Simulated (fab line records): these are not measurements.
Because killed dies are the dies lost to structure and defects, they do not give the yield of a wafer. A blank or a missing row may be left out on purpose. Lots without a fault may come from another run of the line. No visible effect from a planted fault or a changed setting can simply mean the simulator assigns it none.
Which tool is to blame? ; flow n5-finfet ; 24 lots, 72 wafers sampled, at 2 steps of a route of 1938

== WHAT THE GAUGES SHOWED, per wafer ==
N5_BEOL_M10_OVL_MEAS_29. Usual: V9_OVL gives -0.5 nm (standard deviation 0.63).
lot;measured;on;V9_OVL (nm);flag
L076;day 14 09:26;overlay-01;-0.1 -0.8 -0.8;
L074;day 14 16:05;overlay-02;-0.9 -1.1 -0.7;
L075;day 14 17:50;overlay-02;-0.2 -0.2 -0.9;
L077;day 15 00:16;overlay-02;-0.4 -1.4 -1.2;
L078;day 15 00:13;overlay-01;0.5 -0.3 -0.6;
L079;day 15 00:29;overlay-02;-0.8 -0.6 -1.0;
L081;day 15 10:31;overlay-02;-0.5 0.4 0.8;
L080;day 15 22:09;overlay-01;0.4 -0.9 -0.5;
L083;day 15 22:07;overlay-01;-0.7 -0.7 0.1;
L082;day 16 01:04;overlay-01;0.0 -0.2 -0.5;
L085;day 16 06:28;overlay-02;-1.3 -0.6 0.0;
L084;day 16 17:16;overlay-02;-0.1 -0.8 0.3;
L086;day 16 17:26;overlay-01;-0.7 -0.2 -0.7;
L089;day 17 10:26;overlay-01;-1.9 -0.5 -1.6;
L091;day 17 12:39;overlay-01;1.0 0.0 0.6;
L087;day 17 20:57;overlay-02;-0.9 -1.2 -1.3;
L088;day 17 22:50;overlay-02;-0.5 -1.3 0.5;
L092;day 18 01:52;overlay-01;-0.9 -0.7 -0.7;
L090;day 18 01:44;overlay-02;-1.0 -0.8 -1.4;
L093;day 18 18:56;overlay-02;-0.9 0.1 -1.1;
L094;day 19 01:52;overlay-01;-1.1 -1.3 0.4;
L095;day 19 07:34;overlay-01;-0.2 0.0 -1.1;
L096;day 19 10:59;overlay-02;-0.5 -0.5 -0.2;
L097;day 19 21:13;overlay-01;0.1 -0.1 -1.8;

== WHICH TOOL RAN EACH LOT (tool, then ch and the chambers of the sampled wafers, then the start) ==
lot;N5_BEOL_M10_STRIP_67
L076;rie-diel-01 ch 2,3, day 14 08:20
L074;rie-diel-05 ch 0,2, day 14 15:14
L075;rie-diel-05 ch 0,1,2, day 14 15:50
L077;rie-diel-01 ch 0,3, day 14 22:39
L078;rie-diel-04 ch 0,1, day 14 22:52
L079;rie-diel-04 ch 1,2,3, day 14 23:56
L081;rie-diel-01 ch 0,1, day 15 09:24
L080;rie-diel-04 ch 0,1,3, day 15 18:38
L083;rie-diel-01 ch 1,3, day 15 19:26
L082;rie-diel-04 ch 0,2,3, day 15 23:56
L085;rie-diel-04 ch 0,2,3, day 16 03:30
L084;rie-diel-05 ch 0,3, day 16 15:34
L086;rie-diel-04 ch 0,1,2, day 16 16:08
L089;rie-diel-04 ch 0,3, day 17 08:35
L091;rie-diel-04 ch 0,1, day 17 11:11
L087;rie-diel-04 ch 0,3, day 17 18:40
L088;rie-diel-01 ch 0,2, day 17 22:11
L092;rie-diel-01 ch 1,2, day 17 22:36
L090;rie-diel-05 ch 0,1, day 17 22:51
L093;rie-diel-01 ch 0,2, day 18 16:51
L094;rie-diel-01 ch 1,2, day 19 00:57
L095;rie-diel-04 ch 1,2, day 19 07:02
L096;rie-diel-05 ch 0,1, day 19 08:51
L097;rie-diel-05 ch 0,3, day 19 20:40
- N5_BEOL_M10_STRIP_67: strips in CF4.

== AS READ BY THE TOOLS THEMSELVES (means over the sampled wafers that have a number; for cases with no such wafer, the mark the record gives instead) ==
N5_BEOL_M10_STRIP_67. Usual: drypump-motor-current-A 5.9 A, standard deviation 0.44; oes-product-au 0.81 a.u., standard deviation 0.074; rf-vpp-V 271.5 V, standard deviation 1.3; showerhead-plenum-p-Torr 1.81 Torr, standard deviation 0.038; throttle-valve-pct 13.48 %, standard deviation 0.16.
lot;tool;drypump-motor-current-A (A);oes-product-au (a.u.);rf-vpp-V (V);showerhead-plenum-p-Torr (Torr);throttle-valve-pct (%);flag
L076;rie-diel-01;5.8;0.70;270.7;1.77;13.62;
L074;rie-diel-05;5.7;0.78;272.3;1.85;13.39;
L075;rie-diel-05;5.9;0.80;272.1;1.86;13.50;
L077;rie-diel-01;6.3;0.72;271.9;1.80;13.54;
L078;rie-diel-04;5.5;0.88;270.3;1.78;13.48;
L079;rie-diel-04;5.9;0.85;271.9;1.81;13.43;
L081;rie-diel-01;6.0;0.84;270.5;1.80;13.53;
L080;rie-diel-04;5.7;0.89;271.4;1.79;13.41;
L083;rie-diel-01;6.1;0.80;270.9;1.77;13.56;
L082;rie-diel-04;5.5;0.84;270.4;1.80;13.47;
L085;rie-diel-04;5.5;0.84;271.8;1.80;13.47;
L084;rie-diel-05;6.4;0.77;273.5;1.85;13.34;
L086;rie-diel-04;5.7;0.81;271.3;1.79;13.54;
L089;rie-diel-04;5.4;0.89;270.9;1.80;13.36;
L091;rie-diel-04;5.5;0.85;270.6;1.77;13.53;
L087;rie-diel-04;5.5;0.88;270.7;1.80;13.36;
L088;rie-diel-01;5.7;0.85;271.1;1.79;13.32;
L092;rie-diel-01;5.8;0.85;270.9;1.77;13.46;
L090;rie-diel-05;5.8;0.76;273.3;1.86;13.49;
L093;rie-diel-01;6.0;0.79;271.8;1.81;13.47;
L094;rie-diel-01;5.7;0.87;271.5;1.76;13.34;
L095;rie-diel-04;6.1;0.78;271.3;1.79;13.59;
L096;rie-diel-05;6.0;0.76;272.6;1.87;13.64;
L097;rie-diel-05;6.4;0.75;273.3;1.85;13.41;

== THE ANSWER, worked out from the rows above alone ==
Rule: take the mean of a lot's wafers that have a number; if it is more than 3 standard deviations from the usual mean, the lot is off. Also off: a lot with no number at a reading for which 4 or more lots have one. All remaining lots with rows at the step are treated as sound. After the gauges, taken in route order, come the tools' own readings; for these a lot's mean is taken, as printed above. The first step at which some lot is off is used, and at that step the reading that is off furthest; a lot without a number counts as furthest.
Nothing can be told from this: no lot is off at any reading shown.

== WHAT THE SIMULATOR HAD PUT IN ==
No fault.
